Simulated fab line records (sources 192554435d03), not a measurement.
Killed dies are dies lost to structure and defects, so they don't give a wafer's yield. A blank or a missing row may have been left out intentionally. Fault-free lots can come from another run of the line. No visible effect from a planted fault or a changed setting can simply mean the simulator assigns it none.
Which tool is to blame? || flow n5-finfet || 11 lots with 32 wafers sampled at 4 steps, on a route of 1938 steps

== WHAT EACH GAUGE READ, for each wafer ==
N5_BEOL_M7_OVL_MEAS_12.
{"lot": "L908", "measured": "day 9 04:45", "on": "overlay-02", "M7_OVL (nm)": "-0.5 0.1 -0.2"}
{"lot": "L910", "measured": "day 10 12:31", "on": "overlay-02", "M7_OVL (nm)": "0.2 -0.3 -1.0"}
{"lot": "L912", "measured": "day 10 16:56", "on": "overlay-01", "M7_OVL (nm)": "0.3 0.2 0.6"}
{"lot": "L915", "measured": "day 10 19:14", "on": "overlay-02", "M7_OVL (nm)": "1.0 -0.1 0.0"}
{"lot": "L913", "measured": "day 10 22:58", "on": "overlay-02", "M7_OVL (nm)": "-0.1 0.1 -0.3"}
{"lot": "L918", "measured": "day 11 14:52", "on": "overlay-01", "M7_OVL (nm)": "-0.1 1.1 -1.1"}
{"lot": "L919", "measured": "day 12 03:11", "on": "overlay-01", "M7_OVL (nm)": "-0.2 0.4 0.6"}
{"lot": "L920", "measured": "day 12 12:26", "on": "overlay-01", "M7_OVL (nm)": "0.5 -1.2 0.7"}
{"lot": "L923", "measured": "day 13 09:16", "on": "overlay-02", "M7_OVL (nm)": "-0.3 -0.1 0.4"}
{"lot": "L926", "measured": "day 13 23:20", "on": "overlay-02", "M7_OVL (nm)": "-0.1 -0.8"}
{"lot": "L930", "measured": "day 15 07:25", "on": "overlay-01", "M7_OVL (nm)": "-0.3 -0.8 -0.8"}

== WHICH TOOL RAN EACH LOT (tool, then ch and the chambers of the sampled wafers, then the start) ==
{"lot": "L908", "N5_BEOL_M6_STRIP_80": "rie-diel-02 ch 0,1,2, day 9 02:10 or earlier", "N5_BEOL_M6_SPUTTER_48": "pvd-sputter-03, day 9 02:10", "N5_BEOL_M7_COAT_59": "litho-track-01 ch 0, day 9 04:28"}
{"lot": "L910", "N5_BEOL_M6_STRIP_80": "rie-diel-04 ch 0,2, day 10 08:48 or earlier", "N5_BEOL_M6_SPUTTER_48": "pvd-sputter-01, day 10 08:48", "N5_BEOL_M7_COAT_59": "litho-track-01 ch 0, day 10 12:14"}
{"lot": "L912", "N5_BEOL_M6_STRIP_80": "rie-diel-06 ch 0,2,3, day 10 11:56 or earlier", "N5_BEOL_M6_SPUTTER_48": "pvd-sputter-03, day 10 11:56", "N5_BEOL_M7_COAT_59": "litho-track-01 ch 0, day 10 16:32"}
{"lot": "L915", "N5_BEOL_M6_STRIP_80": "rie-diel-06 ch 0,1,2, day 10 13:56 or earlier", "N5_BEOL_M6_SPUTTER_48": "pvd-sputter-02, day 10 13:56", "N5_BEOL_M7_COAT_59": "litho-track-01 ch 0, day 10 18:58"}
{"lot": "L913", "N5_BEOL_M6_STRIP_80": "rie-diel-06 ch 0,1, day 10 19:43 or earlier", "N5_BEOL_M6_SPUTTER_48": "pvd-sputter-03, day 10 19:43", "N5_BEOL_M7_COAT_59": "litho-track-02 ch 0, day 10 22:34"}
{"lot": "L918", "N5_BEOL_M6_STRIP_80": "rie-diel-04 ch 0,2, day 11 10:14 or earlier", "N5_BEOL_M6_SPUTTER_48": "pvd-sputter-01, day 11 10:14", "N5_BEOL_M7_COAT_59": "litho-track-01 ch 0, day 11 14:35"}
{"lot": "L919", "N5_BEOL_M6_STRIP_80": "rie-diel-06 ch 0,1, day 11 23:10 or earlier", "N5_BEOL_M6_SPUTTER_48": "pvd-sputter-03, day 11 23:10", "N5_BEOL_M7_COAT_59": "litho-track-01 ch 0, day 12 02:55"}
{"lot": "L920", "N5_BEOL_M6_STRIP_80": "rie-diel-02 ch 2,3, day 12 08:50 or earlier", "N5_BEOL_M6_SPUTTER_48": "pvd-sputter-03, day 12 08:50", "N5_BEOL_M7_COAT_59": "litho-track-02 ch 0, day 12 12:02"}
{"lot": "L923", "N5_BEOL_M6_STRIP_80": "rie-diel-02 ch 2,3, day 13 05:47 or earlier", "N5_BEOL_M6_SPUTTER_48": "pvd-sputter-02, day 13 05:47", "N5_BEOL_M7_COAT_59": "litho-track-01 ch 0, day 13 08:47"}
{"lot": "L926", "N5_BEOL_M6_STRIP_80": "rie-diel-04 ch 0,1, day 13 20:58 or earlier", "N5_BEOL_M6_SPUTTER_48": "pvd-sputter-01, day 13 20:58", "N5_BEOL_M7_COAT_59": "litho-track-05 ch 0, day 13 23:03"}
{"lot": "L930", "N5_BEOL_M6_STRIP_80": "rie-diel-06 ch 1,2,3, day 15 02:25 or earlier", "N5_BEOL_M6_SPUTTER_48": "pvd-sputter-02, day 15 02:25", "N5_BEOL_M7_COAT_59": "litho-track-02 ch 0, day 15 07:01"}
- N5_BEOL_M6_STRIP_80: strips in N2/H2, time 10 s.
- N5_BEOL_M6_SPUTTER_48: material Cu, target thk 10 nm, time 1.667 s.
- N5_BEOL_M7_COAT_59: time 60 s, resist thk 100 nm.

== WHAT THE TOOLS THEMSELVES READ (means of the sampled wafers that have a number; where no wafer has one, the mark that the record gives instead) ==
N5_BEOL_M6_STRIP_80.
{"lot": "L908", "tool": "rie-diel-02", "drypump-motor-current-A (A)": 6.0, "n2-flow-sccm (sccm)": 199.4, "oes-product-au (a.u.)": 0.76, "rf-vpp-V (V)": 59.4, "showerhead-plenum-p-Torr (Torr)": 2.48, "throttle-valve-pct (%)": 23.3}
{"lot": "L910", "tool": "rie-diel-04", "drypump-motor-current-A (A)": 5.9, "n2-flow-sccm (sccm)": 199.4, "oes-product-au (a.u.)": 0.83, "rf-vpp-V (V)": 59.8, "showerhead-plenum-p-Torr (Torr)": 2.67, "throttle-valve-pct (%)": 23.9}
{"lot": "L912", "tool": "rie-diel-06", "drypump-motor-current-A (A)": 5.9, "n2-flow-sccm (sccm)": 200.8, "oes-product-au (a.u.)": 0.73, "rf-vpp-V (V)": 59.4, "showerhead-plenum-p-Torr (Torr)": 2.57, "throttle-valve-pct (%)": 23.9}
{"lot": "L915", "tool": "rie-diel-06", "drypump-motor-current-A (A)": 5.7, "n2-flow-sccm (sccm)": 199.7, "oes-product-au (a.u.)": 0.74, "rf-vpp-V (V)": 58.9, "showerhead-plenum-p-Torr (Torr)": 2.50, "throttle-valve-pct (%)": 23.8}
{"lot": "L913", "tool": "rie-diel-06", "drypump-motor-current-A (A)": 6.0, "n2-flow-sccm (sccm)": 200.1, "oes-product-au (a.u.)": 0.77, "rf-vpp-V (V)": 58.9, "showerhead-plenum-p-Torr (Torr)": 2.48, "throttle-valve-pct (%)": 23.6}
{"lot": "L918", "tool": "rie-diel-04", "drypump-motor-current-A (A)": 6.0, "n2-flow-sccm (sccm)": 200.1, "oes-product-au (a.u.)": 0.82, "rf-vpp-V (V)": 58.9, "showerhead-plenum-p-Torr (Torr)": 2.67, "throttle-valve-pct (%)": 23.9}
{"lot": "L919", "tool": "rie-diel-06", "drypump-motor-current-A (A)": 6.2, "n2-flow-sccm (sccm)": 200.5, "oes-product-au (a.u.)": 0.73, "rf-vpp-V (V)": 58.4, "showerhead-plenum-p-Torr (Torr)": 2.52, "throttle-valve-pct (%)": 23.6}
{"lot": "L920", "tool": "rie-diel-02", "drypump-motor-current-A (A)": 6.2, "n2-flow-sccm (sccm)": 200.1, "oes-product-au (a.u.)": 0.96, "rf-vpp-V (V)": 59.5, "showerhead-plenum-p-Torr (Torr)": 2.47, "throttle-valve-pct (%)": 23.2}
{"lot": "L923", "tool": "rie-diel-02", "drypump-motor-current-A (A)": 6.5, "n2-flow-sccm (sccm)": 199.7, "oes-product-au (a.u.)": 0.93, "rf-vpp-V (V)": 59.8, "showerhead-plenum-p-Torr (Torr)": 2.47, "throttle-valve-pct (%)": 23.3}
{"lot": "L926", "tool": "rie-diel-04", "drypump-motor-current-A (A)": 5.8, "n2-flow-sccm (sccm)": 199.9, "oes-product-au (a.u.)": 0.84, "rf-vpp-V (V)": 59.0, "showerhead-plenum-p-Torr (Torr)": 2.63, "throttle-valve-pct (%)": 23.8}
{"lot": "L930", "tool": "rie-diel-06", "drypump-motor-current-A (A)": 5.7, "n2-flow-sccm (sccm)": 199.7, "oes-product-au (a.u.)": 0.81, "rf-vpp-V (V)": 59.8, "showerhead-plenum-p-Torr (Torr)": 2.52, "throttle-valve-pct (%)": 23.8}

N5_BEOL_M6_SPUTTER_48.
{"lot": "L908", "tool": "pvd-sputter-03", "cathode-dc-power-W (W)": 26004, "throttle-valve-pct (%)": 30.1}
{"lot": "L910", "tool": "pvd-sputter-01", "cathode-dc-power-W (W)": 26002, "throttle-valve-pct (%)": 29.7}
{"lot": "L912", "tool": "pvd-sputter-03", "cathode-dc-power-W (W)": 25996, "throttle-valve-pct (%)": 30.3}
{"lot": "L915", "tool": "pvd-sputter-02", "cathode-dc-power-W (W)": 26000, "throttle-valve-pct (%)": 29.4}
{"lot": "L913", "tool": "pvd-sputter-03", "cathode-dc-power-W (W)": 26002, "throttle-valve-pct (%)": 30.3}
{"lot": "L918", "tool": "pvd-sputter-01", "cathode-dc-power-W (W)": 25996, "throttle-valve-pct (%)": 30.0}
{"lot": "L919", "tool": "pvd-sputter-03", "cathode-dc-power-W (W)": 26001, "throttle-valve-pct (%)": 30.9}
{"lot": "L920", "tool": "pvd-sputter-03", "cathode-dc-power-W (W)": 26000, "throttle-valve-pct (%)": 30.7}
{"lot": "L923", "tool": "pvd-sputter-02", "cathode-dc-power-W (W)": 26002, "throttle-valve-pct (%)": 29.4}
{"lot": "L926", "tool": "pvd-sputter-01", "cathode-dc-power-W (W)": 25998, "throttle-valve-pct (%)": 30.1}
{"lot": "L930", "tool": "pvd-sputter-02", "cathode-dc-power-W (W)": 26003, "throttle-valve-pct (%)": 29.0}

N5_BEOL_M7_COAT_59.
{"lot": "L908", "tool": "litho-track-01", "spin-speed-rpm (rpm)": 1499.7}
{"lot": "L910", "tool": "litho-track-01", "spin-speed-rpm (rpm)": 1499.9}
{"lot": "L912", "tool": "litho-track-01", "spin-speed-rpm (rpm)": 1500.7}
{"lot": "L915", "tool": "litho-track-01", "spin-speed-rpm (rpm)": 1500.8}
{"lot": "L913", "tool": "litho-track-02", "spin-speed-rpm (rpm)": 1499.5}
{"lot": "L918", "tool": "litho-track-01", "spin-speed-rpm (rpm)": 1583.5}
{"lot": "L919", "tool": "litho-track-01", "spin-speed-rpm (rpm)": 1583.7}
{"lot": "L920", "tool": "litho-track-02", "spin-speed-rpm (rpm)": 1499.4}
{"lot": "L923", "tool": "litho-track-01", "spin-speed-rpm (rpm)": 1584.0}
{"lot": "L926", "tool": "litho-track-05", "spin-speed-rpm (rpm)": 1498.9}
{"lot": "L930", "tool": "litho-track-02", "spin-speed-rpm (rpm)": 1498.6}

== THE ANSWER, worked out from the rows above alone ==
Rule: usual is defined by the lots themselves. Put in order of their means at a reading, lots are off if they are a third of the lots or fewer, leave a main group of 4 or more, and stand apart from it by a gap of 3 or more times the standard deviation of the main group's means; of several such gaps the widest counts. The tables above print the reading to a certain number of digits; a main group whose means all agree to those digits is not used. A lot without any number at a reading at which 4 lots or more have one is off too. All remaining lots with rows at the step are treated as sound. First the gauges in route order, then the tools' own readings, where a lot's mean is used as printed above. At the first step where some lot is off, the reading lying furthest off is the one used; lots without a number count as furthest.
Off at N5_BEOL_M7_COAT_59 (spin-speed-rpm): L918, L919, L923. Main group: mean 1499.7 rpm, sd 0.73.
A tool fits if, at that step or a process step before it, it ran every lot that is off, and no sound lot after the first of them. N5_BEOL_M6_STRIP_80 gives no start for some lots, so the hours and the order of its lots are those of N5_BEOL_M6_SPUTTER_48. One fits: litho-track-01 at N5_BEOL_M7_COAT_59. A fault onset in the window from L915 (day 10 18:58, its last sound lot) to L918 (day 11 14:35, its first lot off) fits.
The tool's own readings at N5_BEOL_M7_COAT_59 bear it out: on the lots that are off they differ by more than 5 times the standard deviation of the sound lots' means. spin-speed-rpm reads 1583.7 rpm there against 1499.7 rpm on the sound lots.

== WHAT THE SIMULATOR PUT IN ==
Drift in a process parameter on litho-track-01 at N5_BEOL_M7_COAT_59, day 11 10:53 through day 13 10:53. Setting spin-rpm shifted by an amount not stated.
Struck lots among those shown: L918, L919, L923. The same result came from the rule above.
